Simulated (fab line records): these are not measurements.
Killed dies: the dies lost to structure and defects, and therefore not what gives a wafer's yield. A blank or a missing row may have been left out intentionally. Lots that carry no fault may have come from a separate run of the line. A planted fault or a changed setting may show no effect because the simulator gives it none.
Which of the tools did it? ; flow n5 finfet ; 23 lots with 69 wafers sampled at 5 steps, on a route of 1938 steps

## WHAT THE GAUGES READ, wafer by wafer
N5_GATE_CUT_INSPECT_15: inspects for defects (brightfield). Usual: raw defect count at 137, with a standard deviation of 44.
lot;measured;on;raw defect count;flag
L074;day 4 10:37;defect inspect-02;160 176 129;
L075;day 4 17:37;defect inspect-01;219 220 134;
L076;day 4 23:10;defect inspect-01;214 195 141;
L077;day 5 08:18;defect inspect-02;143 175 199;
L079;day 5 23:03;defect inspect-01;92 113 103;
L080;day 6 01:56;defect inspect-02;220 168 162;
L081;day 6 10:17;defect inspect-02;139 108 108;
L082;day 6 14:40;defect inspect-01;108 213 147;
L083;day 6 17:17;defect inspect-01;179 155 181;
L084;day 7 02:43;defect inspect-01;81 141 175;
L085;day 7 06:11;defect inspect-01;120 128 161;
L086;day 7 14:19;defect inspect-01;91 193 140;
L087;day 7 19:47;defect inspect-02;210 155 323;
L088;day 8 01:10;defect inspect-02;100 135 125;
L089;day 8 06:09;defect inspect-01;51 80 109;
L090;day 8 12:17;defect inspect-02;157 153 181;
L091;day 8 17:46;defect inspect-01;196 111 97;
L092;day 9 01:14;defect inspect-01;70 81 107;
L093;day 9 07:49;defect inspect-02;121 135 133;
L094;day 9 12:32;defect inspect-01;129 94 167;
L095;day 9 18:24;defect inspect-02;167 224 240;
L096;day 10 01:19;defect inspect-01;74 86 77;
L097;day 10 09:11;defect inspect-02;139 94 119;

N5_MOL_CONTACT_COAG_INSPECT_10: inspects for defects (brightfield). Usual: raw defect count at 74, with a standard deviation of 30.
lot;measured;on;raw defect count;flag
L074;day 4 14:24;defect inspect-01;71 106 69;
L075;day 4 21:44;defect inspect-01;80 69 36;
L076;day 5 07:29;defect inspect-01;47 37 50;
L077;day 5 12:05;defect inspect-01;62 62 41;
L079;day 6 03:04;defect inspect-02;69 110 101;
L080;day 6 06:07;defect inspect-01;77 45 41;
L081;day 6 14:22;defect inspect-02;42 63 65;
L082;day 6 18:36;defect inspect-02;102 78 150;
L083;day 6 21:37;defect inspect-01;107 121 136;
L084;day 7 06:49;defect inspect-01;61 72 66;
L085;day 7 10:16;defect inspect-01;56 91 40;
L086;day 7 19:05;defect inspect-02;52 70 63;
L087;day 7 23:55;defect inspect-02;34 38 41;
L088;day 8 05:10;defect inspect-02;64 76 35;
L089;day 8 10:07;defect inspect-01;93 49 112;
L090;day 8 16:11;defect inspect-02;51 86 81;
L091;day 8 21:32;defect inspect-01;102 64 63;
L092;day 9 05:11;defect inspect-02;74 173 45;
L093;day 9 11:41;defect inspect-01;67 36 40;
L094;day 9 16:55;defect inspect-01;62 40 55;
L095;day 9 22:11;defect inspect-01;61 69 64;
L096;day 10 05:28;defect inspect-01;64 54 74;
L097;day 10 13:01;defect inspect-01;141 147 136;

## WHAT TOOL EACH LOT RAN ON (gives the tool, then ch and the chambers of the sampled wafers, and finally the start)
lot;N5_GATE_CUT_ETCH_58;N5_GATE_CUT_CMP_02;N5_GATE_CUT_HM_OPEN_40
L074;rie diel-01 ch 1,2, day 4 07:10;cmp-01 ch 0,2,3, day 4 09:53;rie diel-02 ch 1,2,3, day 4 10:49
L075;rie diel-05 ch 0,3, day 4 14:15;cmp-03 ch 0,2, day 4 16:53;rie diel-01 ch 0,1, day 4 17:54
L076;rie diel-05 ch 1,3, day 4 19:14;cmp-03 ch 0,3, day 4 22:24;rie diel-05 ch 1,2, day 4 23:25
L077;rie diel-02 ch 0,1,3, day 5 00:14;cmp-04 ch 0,1,3, day 5 07:32;rie diel-05 ch 0,1,2, day 5 08:29
L079;rie diel-02 ch 0,2, day 5 19:21;cmp-01 ch 0,1,3, day 5 22:12;rie diel-02 ch 0,2,3, day 5 23:18
L080;rie diel-01 ch 1,3, day 5 22:27;cmp-03 ch 1,3, day 6 01:13;rie diel-05 ch 0,1,2, day 6 02:08
L081;rie diel-05 ch 0,1,3, day 6 06:49;cmp-03 ch 1,2,3, day 6 09:24;rie diel-01 ch 0,2,3, day 6 10:29
L082;rie diel-01 ch 0,2,3, day 6 11:17;cmp-03 ch 2,3, day 6 13:54;rie diel-05 ch 1,2,3, day 6 14:51
L083;rie diel-05 ch 1,2, day 6 13:43;cmp-04 ch 0,1,2, day 6 16:29;rie diel-01 ch 0,1, day 6 17:47
L084;rie diel-01 ch 0,3, day 6 23:22;cmp-03 ch 0,1,2, day 7 02:04;rie diel-02 ch 1,2, day 7 02:55
L085;rie diel-01 ch 0,2,3, day 7 02:36;cmp-03 ch 0,1,3, day 7 05:22;rie diel-02 ch 0,1,3, day 7 06:23
L086;rie diel-05 ch 0,2,3, day 7 10:51;cmp-03 ch 0,1,2, day 7 13:26;rie diel-02 ch 0,1,2, day 7 14:33
L087;rie diel-02 ch 0,1,2, day 7 15:03;cmp-01 ch 0,1,3, day 7 18:55;rie diel-05 ch 1,2,3, day 7 20:07
L088;rie diel-05 ch 1,2, day 7 20:31;cmp-04 ch 1,2,3, day 8 00:22;rie diel-05 ch 0,3, day 8 01:22
L089;rie diel-05 ch 0,1,2, day 8 02:26;cmp-03 ch 1,3, day 8 05:18;rie diel-01 ch 0,1,3, day 8 06:20
L090;rie diel-05 ch 0,2,3, day 8 08:55;cmp-04 ch 0,1,2, day 8 11:32;rie diel-05 ch 1,2,3, day 8 12:29
L091;rie diel-01 ch 2,3, day 8 14:07;cmp-01 ch 0,1,3, day 8 16:51;rie diel-02 ch 0,3, day 8 17:58
L092;rie diel-01 ch 0,3, day 8 21:04;cmp-03 ch 1,2, day 9 00:29;rie diel-05 ch 0,1,2, day 9 01:26
L093;rie diel-05 ch 0,1,2, day 9 04:26;cmp-01 ch 0,3, day 9 07:05;rie diel-01 ch 1,2, day 9 08:06
L094;rie diel-01 ch 0,3, day 9 09:09;cmp-03 ch 1,2,3, day 9 11:51;rie diel-01 ch 0,1, day 9 12:44
L095;rie diel-02 ch 0,1,3, day 9 15:04;cmp-03 ch 0,3, day 9 17:41;rie diel-02 ch 0,1,3, day 9 18:36
L096;rie diel-02 ch 0,2,3, day 9 21:46;cmp-01 ch 1,2,3, day 10 00:29;rie diel-02 ch 0,1,3, day 10 01:32
L097;rie diel-02 ch 0,2, day 10 04:56;cmp-04 ch 1,3, day 10 07:31;rie diel-02 ch 0,1, day 10 09:23
- N5_GATE_CUT_ETCH_58: etches SiNx in CH3F/O2, target depth 17 nm, time 128.6 s.
- N5_GATE_CUT_CMP_02: polishes, stops on SiO2, t overpolish 12.7 s, target thk 0 nm.
- N5_GATE_CUT_HM_OPEN_40: chemistry C4F6/O2, target SiO2, target depth 139 nm, time 85.1 s.

## WHAT THE TOOLS THEMSELVES READ (means of the sampled wafers that have a number; where no wafer has one, the mark that the record gives instead)
N5_GATE_CUT_ETCH_58. Usual: drypump motor current A 5.7 A, standard deviation 0.4; oes product au 0.76 a.u., standard deviation 0.062; rf vpp V 99.0 V, standard deviation 0.97; showerhead plenum p Torr 2.01 Torr, standard deviation 0.075; throttle valve pct 16.38 %, standard deviation 0.17.
lot;tool;drypump motor current A (A);oes product au (a.u.);rf vpp V (V);showerhead plenum p Torr (Torr);throttle valve pct (%);flag
L074;rie diel-01;6.2;0.83;99.0;2.07;16.33;
L075;rie diel-05;5.7;0.78;99.7;2.09;16.36;
L076;rie diel-05;5.7;0.74;98.4;1.98;16.59;
L077;rie diel-02;5.9;0.74;98.2;2.00;16.28;
L079;rie diel-02;5.5;0.76;99.3;2.00;16.17;
L080;rie diel-01;6.0;0.85;98.9;1.99;16.13;
L081;rie diel-05;5.7;0.77;99.4;2.04;16.47;
L082;rie diel-01;5.7;0.76;99.1;1.97;16.44;
L083;rie diel-05;5.7;0.73;99.1;1.97;16.60;
L084;rie diel-01;5.7;0.77;98.6;1.92;16.43;
L085;rie diel-01;5.7;0.75;97.7;1.97;16.47;
L086;rie diel-05;5.7;0.76;100.2;2.09;16.39;
L087;rie diel-02;5.6;0.74;99.0;2.02;16.26;
L088;rie diel-05;5.6;0.73;99.2;2.03;16.52;
L089;rie diel-05;5.7;0.76;98.5;2.04;16.49;
L090;rie diel-05;5.7;0.76;99.4;2.08;16.39;
L091;rie diel-01;5.6;0.72;98.9;2.02;16.49;
L092;rie diel-01;5.3;0.74;98.0;1.91;16.43;
L093;rie diel-05;5.7;0.75;98.9;2.03;16.51;
L094;rie diel-01;5.7;0.75;98.8;1.92;16.47;
L095;rie diel-02;6.0;0.70;98.4;1.99;16.36;
L096;rie diel-02;5.5;0.71;99.2;1.96;16.29;
L097;rie diel-02;5.5;0.73;98.9;1.99;16.24;

N5_GATE_CUT_CMP_02. Usual: motor current A 9.3 A, standard deviation 1.1; overpolish run s 12.700 s, standard deviation 0.0097; time to endpoint s 24.6 s, standard deviation 2.6.
lot;tool;motor current A (A);overpolish run s (s);time to endpoint s (s);flag
L074;cmp-01;8.6;12.699;26.6;
L075;cmp-03;10.3;12.694;23.5;
L076;cmp-03;9.7;12.702;20.6;
L077;cmp-04;8.2;12.708;26.4;
L079;cmp-01;9.1;12.700;28.1;
L080;cmp-03;9.1;12.710;24.1;
L081;cmp-03;9.7;12.702;23.1;
L082;cmp-03;9.9;12.711;23.3;
L083;cmp-04;9.6;12.693;25.3;
L084;cmp-03;9.8;12.693;25.8;
L085;cmp-03;9.5;12.703;23.7;
L086;cmp-03;9.8;12.697;27.8;
L087;cmp-01;9.1;12.707;24.8;
L088;cmp-04;8.8;12.699;25.0;
L089;cmp-03;9.7;12.703;22.0;
L090;cmp-04;9.4;12.693;25.0;
L091;cmp-01;8.9;12.705;24.8;
L092;cmp-03;9.8;12.694;21.8;
L093;cmp-01;9.4;12.704;25.2;
L094;cmp-03;9.7;12.703;24.3;
L095;cmp-03;9.8;12.704;24.6;
L096;cmp-01;9.3;12.697;22.7;
L097;cmp-04;7.8;12.704;26.0;

N5_GATE_CUT_HM_OPEN_40. Usual: C4F6_flow_sccm 10.00 sccm, standard deviation 0.031; drypump motor current A 5.8 A, standard deviation 0.39; etch rf on time s 95.0 s, standard deviation 2.1; oes product au 0.68 a.u., standard deviation 0.057; rf vpp V 670 V, standard deviation 13; showerhead plenum p Torr 2.86 Torr, standard deviation 0.1; throttle valve pct 20.99 %, standard deviation 0.2.
lot;tool;C4F6_flow_sccm (sccm);drypump motor current A (A);etch rf on time s (s);oes product au (a.u.);rf vpp V (V);showerhead plenum p Torr (Torr);throttle valve pct (%);flag
L074;rie diel-02;10.01;5.6;93.5;0.67;666;2.84;20.86;
L075;rie diel-01;9.99;6.2;93.5;0.77;663;2.79;20.92;
L076;rie diel-05;10.00;5.7;95.7;0.67;666;2.82;21.27;
L077;rie diel-05;9.98;5.7;94.1;0.70;672;2.91;21.11;
L079;rie diel-02;10.00;5.5;94.1;0.67;665;2.80;20.81;
L080;rie diel-05;9.99;5.7;96.0;0.70;673;2.91;21.12;
L081;rie diel-01;9.95;5.6;95.7;0.67;674;2.81;21.05;
L082;rie diel-05;9.98;5.6;97.1;0.65;665;2.88;21.15;
L083;rie diel-01;9.98;6.3;95.5;0.79;664;2.83;20.80;
L084;rie diel-02;10.01;5.3;93.7;0.67;668;2.86;20.83;
L085;rie diel-02;9.98;5.9;94.4;0.66;664;2.84;20.89;
L086;rie diel-02;10.03;5.6;93.2;0.66;665;2.87;20.83;
L087;rie diel-05;9.99;5.6;96.1;0.65;664;2.88;21.16;
L088;rie diel-05;10.03;5.8;93.2;0.72;688;2.98;21.01;
L089;rie diel-01;10.01;5.9;96.3;0.72;664;2.78;20.92;
L090;rie diel-05;9.99;5.6;94.9;0.64;665;2.88;21.17;
L091;rie diel-02;10.05;5.8;93.8;0.66;662;2.80;20.85;
L092;rie diel-05;10.01;5.7;96.2;0.67;672;2.90;21.15;
L093;rie diel-01;9.96;6.3;95.3;0.75;672;2.90;20.85;
L094;rie diel-01;9.96;6.2;95.3;0.73;662;2.78;20.97;
L095;rie diel-02;9.99;5.9;94.2;0.65;664;2.83;20.93;
L096;rie diel-02;10.00;5.9;94.8;0.64;663;2.83;20.92;
L097;rie diel-02;10.01;5.8;93.0;0.65;663;2.87;20.88;

## THE ANSWER, worked out from the rows above alone
Rule: lot off if the mean of its wafers having a number is beyond 3 standard deviations from the usual mean. A lot without any number at a reading at which 4 lots or more have one is off too. Where the step has rows for the other lots, those lots are counted as sound. First the gauges in route order, then the tools' own readings, where a lot's mean is used as printed above. At the first step where some lot is off, the reading lying furthest off is the one used; lots without a number count as furthest.
Across all readings shown, no lot is off: no conclusion can be drawn from this.

## WHAT THE SIMULATOR HAD PUT IN
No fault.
